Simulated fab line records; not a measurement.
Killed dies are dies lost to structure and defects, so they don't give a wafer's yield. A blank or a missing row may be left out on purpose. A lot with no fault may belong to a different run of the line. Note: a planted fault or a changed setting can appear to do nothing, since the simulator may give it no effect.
Tool commonality check || flow nandHarc || 14 lots and 42 wafers in the sample

== REASON FOR OPENING ==
At NHARC_A_ONON_D1_THK_MEAS_05 the reading thkNm is flagged on 2 of 14 lots. Fault-free wafers read 1000 nm, with a standard deviation of 7.5.
Rule: a lot is flagged in two cases, either no wafer of it has a number, or all its wafers with numbers fall more than 4 standard deviations from that mean. The other lots count as sound.

{"lot": "L810", "measured": "day 7 17:36", "on": "filmMetro-02", "thkNm (nm), wafer by wafer": "1021 1022 1022", "flag": ""}
{"lot": "L812", "measured": "day 8 08:14", "on": "filmMetro-02", "thkNm (nm), wafer by wafer": "996 996 995", "flag": ""}
{"lot": "L811", "measured": "day 8 08:23", "on": "filmMetro-01", "thkNm (nm), wafer by wafer": "992 994 993", "flag": ""}
{"lot": "L813", "measured": "day 8 23:39", "on": "filmMetro-01", "thkNm (nm), wafer by wafer": "1000 1000 1002", "flag": ""}
{"lot": "L816", "measured": "day 10 08:44", "on": "filmMetro-02", "thkNm (nm), wafer by wafer": "998 997 998", "flag": ""}
{"lot": "L819", "measured": "day 11 16:03", "on": "filmMetro-02", "thkNm (nm), wafer by wafer": "990 991 991", "flag": ""}
{"lot": "L820", "measured": "day 12 08:29", "on": "filmMetro-02", "thkNm (nm), wafer by wafer": "995 993 992", "flag": ""}
{"lot": "L822", "measured": "day 12 15:59", "on": "filmMetro-01", "thkNm (nm), wafer by wafer": "998 997 999", "flag": ""}
{"lot": "L821", "measured": "day 12 16:00", "on": "filmMetro-02", "thkNm (nm), wafer by wafer": "998 996 996", "flag": ""}
{"lot": "L823", "measured": "day 13 02:39", "on": "filmMetro-01", "thkNm (nm), wafer by wafer": "1009 1010 1011", "flag": ""}
{"lot": "L824", "measured": "day 13 22:15", "on": "filmMetro-02", "thkNm (nm), wafer by wafer": "995 995 996", "flag": ""}
{"lot": "L825", "measured": "day 14 08:36", "on": "filmMetro-02", "thkNm (nm), wafer by wafer": "1003 1003 1003", "flag": ""}
{"lot": "L827", "measured": "day 15 03:14", "on": "filmMetro-01", "thkNm (nm), wafer by wafer": "1491 1493 1491", "flag": "FLAGGED"}
{"lot": "L830", "measured": "day 15 23:08", "on": "filmMetro-01", "thkNm (nm), wafer by wafer": "1503 1501 1501", "flag": "FLAGGED"}
Average over the flagged lots: 1497 nm; offset from the usual +497 nm, equal to +66 standard deviations.

== EACH LOT AND THE TOOL IT RAN ON ==
The record holds 1 process step before the reading, out of a route of 1302 steps. Each cell gives the tool, then ch followed by the chambers the sampled wafers passed through, then the start.
{"lot": "L810", "flag": "", "NHARC_A_ONON_D1_DEP_03": "pecvdOnon-01 ch 0, day 7 17:04"}
{"lot": "L812", "flag": "", "NHARC_A_ONON_D1_DEP_03": "pecvdOnon-02 ch 0, day 8 07:43"}
{"lot": "L811", "flag": "", "NHARC_A_ONON_D1_DEP_03": "pecvdOnon-01 ch 0, day 8 07:56"}
{"lot": "L813", "flag": "", "NHARC_A_ONON_D1_DEP_03": "pecvdOnon-01 ch 0, day 8 23:16"}
{"lot": "L816", "flag": "", "NHARC_A_ONON_D1_DEP_03": "pecvdOnon-01 ch 0, day 10 08:16"}
{"lot": "L819", "flag": "", "NHARC_A_ONON_D1_DEP_03": "pecvdOnon-01 ch 0, day 11 15:35"}
{"lot": "L820", "flag": "", "NHARC_A_ONON_D1_DEP_03": "pecvdOnon-03 ch 0, day 12 08:05"}
{"lot": "L822", "flag": "", "NHARC_A_ONON_D1_DEP_03": "pecvdOnon-02 ch 0, day 12 15:33"}
{"lot": "L821", "flag": "", "NHARC_A_ONON_D1_DEP_03": "pecvdOnon-03 ch 0, day 12 15:36"}
{"lot": "L823", "flag": "", "NHARC_A_ONON_D1_DEP_03": "pecvdOnon-03 ch 0, day 13 02:15"}
{"lot": "L824", "flag": "", "NHARC_A_ONON_D1_DEP_03": "pecvdOnon-03 ch 0, day 13 21:44"}
{"lot": "L825", "flag": "", "NHARC_A_ONON_D1_DEP_03": "pecvdOnon-03 ch 0, day 14 08:05"}
{"lot": "L827", "flag": "FLAGGED", "NHARC_A_ONON_D1_DEP_03": "pecvdOnon-03 ch 0, day 15 02:50"}
{"lot": "L830", "flag": "FLAGGED", "NHARC_A_ONON_D1_DEP_03": "pecvdOnon-03 ch 0, day 15 22:38"}
What these steps do:
- NHARC_A_ONON_D1_DEP_03: target thk 1000 nm.
- NHARC_A_ONON_D1_THK_MEAS_05: measures by ellipsometry.

== FLAGGED AGAINST TOTAL, ONE TOOL AT A TIME (gauges that did the reading follow at the end) ==
{"step": "NHARC_A_ONON_D1_DEP_03", "tool": "pecvdOnon-01", "lots run": 5, "flagged": 0, "share of the flagged lots": "none", "sound lots run after its first flagged lot": "-"}
{"step": "NHARC_A_ONON_D1_DEP_03", "tool": "pecvdOnon-02", "lots run": 2, "flagged": 0, "share of the flagged lots": "none", "sound lots run after its first flagged lot": "-"}
{"step": "NHARC_A_ONON_D1_DEP_03", "tool": "pecvdOnon-03", "lots run": 7, "flagged": 2, "share of the flagged lots": "all", "sound lots run after its first flagged lot": 0}
{"step": "NHARC_A_ONON_D1_THK_MEAS_05", "tool": "filmMetro-01", "lots run": 6, "flagged": 2, "share of the flagged lots": "all", "sound lots run after its first flagged lot": 0}
{"step": "NHARC_A_ONON_D1_THK_MEAS_05", "tool": "filmMetro-02", "lots run": 8, "flagged": 0, "share of the flagged lots": "none", "sound lots run after its first flagged lot": "-"}

== WHAT THE TABLE PERMITS ==
pecvdOnon-03 at NHARC_A_ONON_D1_DEP_03 and filmMetro-01 at NHARC_A_ONON_D1_THK_MEAS_05 are the 2 rows of the table that ran each flagged lot.
- pecvdOnon-03 at NHARC_A_ONON_D1_DEP_03: 2 of its 7 lots flagged. Its last sound lot is L825 (day 14 08:05), its first flagged lot L827 (day 15 02:50): a fault that began between those two fits.
- filmMetro-01 at NHARC_A_ONON_D1_THK_MEAS_05: 2 of its 6 lots flagged. Its last sound lot is L823 (day 13 02:39), its first flagged lot L827 (day 15 03:14): a fault that began between those two fits.
A lot count leaves these 2 tools indistinguishable: every one of them fits a fault beginning at some hour. More lots, or a look at what each step does to the wafer, might.

== WHAT WAS PUT IN BY THE SIMULATOR ==
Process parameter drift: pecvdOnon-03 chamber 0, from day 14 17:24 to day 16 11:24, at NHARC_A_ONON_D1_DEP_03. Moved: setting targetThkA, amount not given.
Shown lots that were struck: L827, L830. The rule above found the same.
